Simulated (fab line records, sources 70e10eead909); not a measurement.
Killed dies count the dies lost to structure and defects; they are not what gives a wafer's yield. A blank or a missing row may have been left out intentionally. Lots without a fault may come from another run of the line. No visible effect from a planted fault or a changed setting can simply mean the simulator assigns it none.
Which tool is to blame? -- flow nand-harc -- 33 wafers from 11 lots sampled at 6 of the route's 1159 steps

## WHAT THE GAUGES READ, wafer by wafer
NHARC_A_M1_CD_MEAS_09: the cd target is 120 nm.
lot,measured,on,cd-nm (nm)
L441,day 17 09:02,cd-sem-01,120.0 120.0 120.2
L443,day 18 01:12,cd-sem-01,119.0 119.7 119.7
L442,day 18 02:14,cd-sem-02,119.6 121.2 120.6
L449,day 19 07:27,cd-sem-01,120.9 121.5 120.7
L450,day 20 06:56,cd-sem-01,120.3 121.6 120.5
L454,day 20 21:03,cd-sem-02,132.4 119.9 132.7
L452,day 21 20:22,cd-sem-02,120.9 120.1 120.0
L458,day 21 20:44,cd-sem-01,121.1 121.0 120.0
L457,day 22 05:34,cd-sem-03,119.5 120.5 119.9
L460,day 22 14:39,cd-sem-01,122.0 121.2 121.4
L462,day 22 23:35,cd-sem-01,121.1 120.8 121.3

NHARC_A_M1_OVL_MEAS_10: pitch 240 nm.
lot,measured,on,overlay-x-nm (nm),overlay-y-nm (nm)
L441,day 17 09:08,overlay-02,-0.2 -0.1 0.5,-1.1 -0.8 -0.7
L443,day 18 01:17,overlay-02,-0.8 -0.4 -0.1,1.9 1.8 2.1
L442,day 18 02:20,overlay-02,-1.0 -0.9 -1.6,0.1 0.6 0.6
L449,day 19 07:32,overlay-01,0.7 1.0 0.9,-1.1 -0.9 -0.9
L450,day 20 07:01,overlay-01,-0.5 -0.7 -1.0,-0.9 -0.4 -0.8
L454,day 20 21:08,overlay-02,-0.9 -1.1 -0.8,-0.4 -0.1 -0.5
L452,day 21 20:26,overlay-02,0.3 0.1 0.2,-0.7 -0.7 -1.6
L458,day 21 20:49,overlay-02,1.6 0.5 1.0,-0.3 -0.2 -0.8
L457,day 22 05:39,overlay-02,-0.1 0.3 0.3,-1.2 -1.5 -1.7
L460,day 22 14:44,overlay-02,0.5 0.8 1.1,0.4 0.3 0.1
L462,day 22 23:41,overlay-02,0.3 0.5 0.7,0.7 0.9 0.2

NHARC_END_SORT_01.
lot,measured,on,defect-limited-yield (%),killed-at-array,killed-at-other,killed-at-periphery,killed-dies,killed-open,killed-short,sort_bin_2_pct (%),sort_bin_3_pct (%),sort_bin_4_pct (%),sort-n-pass,sort-rim-yield-pct (%),sort-yield-pct (%)
L441,day 18 20:38,prober-02,94.7 94.7 95.4,31 34 27,1 0 0,4 2 4,36 36 31,5 0 4,0 4 2,0.9 1.5 1.0,0.15 0.15 0.44,4.3 3.7 3.1,641 641 646,95.3 97.2 96.2,94.7 94.7 95.4
L443,day 19 11:27,prober-02,95.4 95.1 95.4,28 32 30,0 0 0,3 1 1,31 33 31,3 3 1,2 3 3,1.3 1.5 0.6,0.30 0 1.18,3.0 3.4 2.8,646 644 646,98.1 98.1 99.1,95.4 95.1 95.4
L442,day 20 00:34,prober-01,97.5 98.1 96.3,14 8 24,0 0 0,3 5 1,17 13 25,7 3 8,1 1 1,1.0 0.7 1.3,0.15 0 0.30,1.3 1.2 2.1,660 664 652,99.1 99.1 97.2,97.5 98.1 96.3
L449,day 20 21:31,prober-02,93.2 93.8 95.9,33 35 23,6 6 1,7 1 4,46 42 28,6 3 0,0 2 1,2.2 2.4 1.0,0.44 0.44 0.30,4.1 3.4 2.8,631 635 649,97.2 99.1 96.2,93.2 93.8 95.9
L450,day 22 01:18,prober-01,95.3 93.1 93.1,29 37 44,3 3 1,0 7 2,32 47 47,2 1 4,1 3 2,2.7 1.6 1.3,0.30 0.59 0.44,1.8 4.7 5.2,645 630 630,98.1 92.5 98.1,95.3 93.1 93.1
L454,day 22 09:46,prober-01,94.8 94.8 95.1,33 32 26,1 0 0,1 3 7,35 35 33,4 5 6,3 1 1,1.5 1.6 1.9,0 0 0.15,3.7 3.5 2.8,642 642 644,95.3 96.2 95.3,94.8 94.8 95.1
L452,day 23 06:19,prober-01,97.6 97.2 96.8,11 17 18,0 0 0,5 2 4,16 19 22,3 4 1,2 4 0,0.1 0.7 0.6,0.15 0.15 0.30,2.1 1.9 2.4,661 658 655,99.1 95.3 98.1,97.6 97.2 96.8
L458,day 23 16:33,prober-01,95.4 94.8 95.0,28 34 34,0 0 0,3 1 0,31 35 34,4 1 5,3 5 1,2.2 1.2 1.8,0.15 0.15 0.59,2.2 3.8 2.7,646 642 643,96.2 96.2 95.3,95.4 94.8 95.0
L457,day 23 19:49,prober-02,96.5 96.2 95.4,21 21 25,0 0 0,3 5 6,24 26 31,5 3 3,1 1 4,1.3 1.0 1.3,0 0 0.30,2.2 2.8 3.0,653 651 646,97.2 96.2 94.3,96.5 96.2 95.4
L460,day 24 03:51,prober-01,91.4 94.1 93.4,55 40 44,2 0 0,1 0 1,58 40 45,6 3 5,5 1 0,2.7 2.5 1.8,0.44 0.15 0.44,5.5 3.2 4.4,619 637 632,91.5 98.1 96.2,91.4 94.1 93.4
L462,day 24 11:26,prober-02,94.2 94.7 94.4,38 34 35,0 0 1,1 2 2,39 36 38,3 3 2,1 3 2,2.4 1.3 1.2,0 0.15 0.15,3.4 3.8 4.3,638 641 639,98.1 98.1 100.0,94.2 94.7 94.4

## WHAT TOOL EACH LOT RAN ON (gives the tool, then ch and the chambers of the sampled wafers, and finally the start)
lot,NHARC_A_M1_EXPOSE_06,NHARC_A_M1_ETCH_15,NHARC_A_M1_DEGAS_29
L441,"arfi-scanner-03 ch 0, day 17 08:54","rie-diel-02 ch 0,1,2, day 17 10:15 or earlier","pvd-sputter-03, day 17 10:15"
L443,"arfi-scanner-02 ch 0, day 18 01:04","rie-diel-06 ch 0,3, day 18 02:25 or earlier","pvd-sputter-02, day 18 02:25"
L442,"arfi-scanner-03 ch 0, day 18 02:06","rie-diel-06 ch 1,2, day 18 03:28 or earlier","pvd-sputter-01, day 18 03:28"
L449,"arfi-scanner-03 ch 0, day 19 07:19","rie-diel-02 ch 0,1, day 19 08:45 or earlier","pvd-sputter-01, day 19 08:45"
L450,"arfi-scanner-03 ch 0, day 20 06:47","rie-diel-06 ch 2,3, day 20 08:10 or earlier","pvd-sputter-02, day 20 08:10"
L454,"arfi-scanner-03 ch 0, day 20 20:55","rie-diel-02 ch 0,1, day 20 22:16 or earlier","pvd-sputter-02, day 20 22:16"
L452,"arfi-scanner-03 ch 0, day 21 20:13","rie-diel-02 ch 0,1,3, day 21 21:34 or earlier","pvd-sputter-01, day 21 21:34"
L458,"arfi-scanner-01 ch 0, day 21 20:36","rie-diel-06 ch 1,2, day 21 21:57 or earlier","pvd-sputter-02, day 21 21:57"
L457,"arfi-scanner-02 ch 0, day 22 05:25","rie-diel-08 ch 0,1, day 22 06:47 or earlier","pvd-sputter-03, day 22 06:47"
L460,"arfi-scanner-02 ch 0, day 22 14:31","rie-diel-08 ch 0,2,3, day 22 15:51 or earlier","pvd-sputter-02, day 22 15:51"
L462,"arfi-scanner-02 ch 0, day 22 23:27","rie-diel-06 ch 0,2,3, day 23 00:48 or earlier","pvd-sputter-01, day 23 00:48"
- NHARC_A_M1_EXPOSE_06: exposes mask A M1, target cd 120 nm.
- NHARC_A_M1_ETCH_15: etches the open film in C4F8/Ar, target depth 182.5 nm, time 91.2 s.
- NHARC_A_M1_DEGAS_29: time 60 s.

## WHAT THE TOOLS THEMSELVES READ (means of the sampled wafers that have a number; where no wafer has one, the mark that the record gives instead)
NHARC_A_M1_EXPOSE_06.
lot,tool,exposure-dose-mJ-cm2,reticle-temp-C (C)
L441,arfi-scanner-03,75.10,23.11
L443,arfi-scanner-02,75.13,22.89
L442,arfi-scanner-03,75.14,22.88
L449,arfi-scanner-03,75.10,23.12
L450,arfi-scanner-03,75.14,22.85
L454,arfi-scanner-03,75.10,22.98
L452,arfi-scanner-03,75.20,22.89
L458,arfi-scanner-01,75.17,23.00
L457,arfi-scanner-02,75.09,23.06
L460,arfi-scanner-02,75.05,23.15
L462,arfi-scanner-02,75.06,22.97

NHARC_A_M1_ETCH_15.
lot,tool,oes-product-au (a.u.),rf-vpp-V (V)
L441,rie-diel-02,0.956,442.6
L443,rie-diel-06,0.975,444.3
L442,rie-diel-06,0.928,441.9
L449,rie-diel-02,0.930,441.3
L450,rie-diel-06,0.952,443.6
L454,rie-diel-02,0.928,442.0
L452,rie-diel-02,0.926,441.0
L458,rie-diel-06,0.921,441.5
L457,rie-diel-08,0.936,440.9
L460,rie-diel-08,0.960,441.7
L462,rie-diel-06,0.950,443.6

NHARC_A_M1_DEGAS_29.
lot,tool,heater-power-w (W)
L441,pvd-sputter-03,369
L443,pvd-sputter-02,333
L442,pvd-sputter-01,323
L449,pvd-sputter-01,321
L450,pvd-sputter-02,322
L454,pvd-sputter-02,323
L452,pvd-sputter-01,324
L458,pvd-sputter-02,335
L457,pvd-sputter-03,370
L460,pvd-sputter-02,330
L462,pvd-sputter-01,319

## THE ANSWER, worked out from the rows above alone
Rule: usual is defined by the lots themselves. The widest of any qualifying gaps counts: lots, ordered by their means at a reading, are off when they make up no more than a third of the lots, leave a main group of 4 or more, and stand apart from it by 3 or more times the standard deviation of that group's means. The tables above print the reading to a certain number of digits; a main group whose means all agree to those digits is not used. Also off: a lot with no number at a reading for which 4 or more lots have one. The other lots that the step has rows for count as sound. Order of review: gauges by route order, followed by the tools' own readings, for which a lot's mean as printed above is used. The first step at which some lot is off is used, and at that step the reading that is off furthest; a lot without a number counts as furthest.
Off, at NHARC_A_M1_CD_MEAS_09 on cd-nm: L454. The main group: mean 120.5 nm, standard deviation 0.58.
If a tool, at a process step before that reading, ran all the lots that are off and no sound lot after the first of them, it fits. Those tools and the gauges at NHARC_A_M1_CD_MEAS_09 are tried in the same way. No candidate that was tried fits.

## WHAT HAD BEEN PUT IN BY THE SIMULATOR
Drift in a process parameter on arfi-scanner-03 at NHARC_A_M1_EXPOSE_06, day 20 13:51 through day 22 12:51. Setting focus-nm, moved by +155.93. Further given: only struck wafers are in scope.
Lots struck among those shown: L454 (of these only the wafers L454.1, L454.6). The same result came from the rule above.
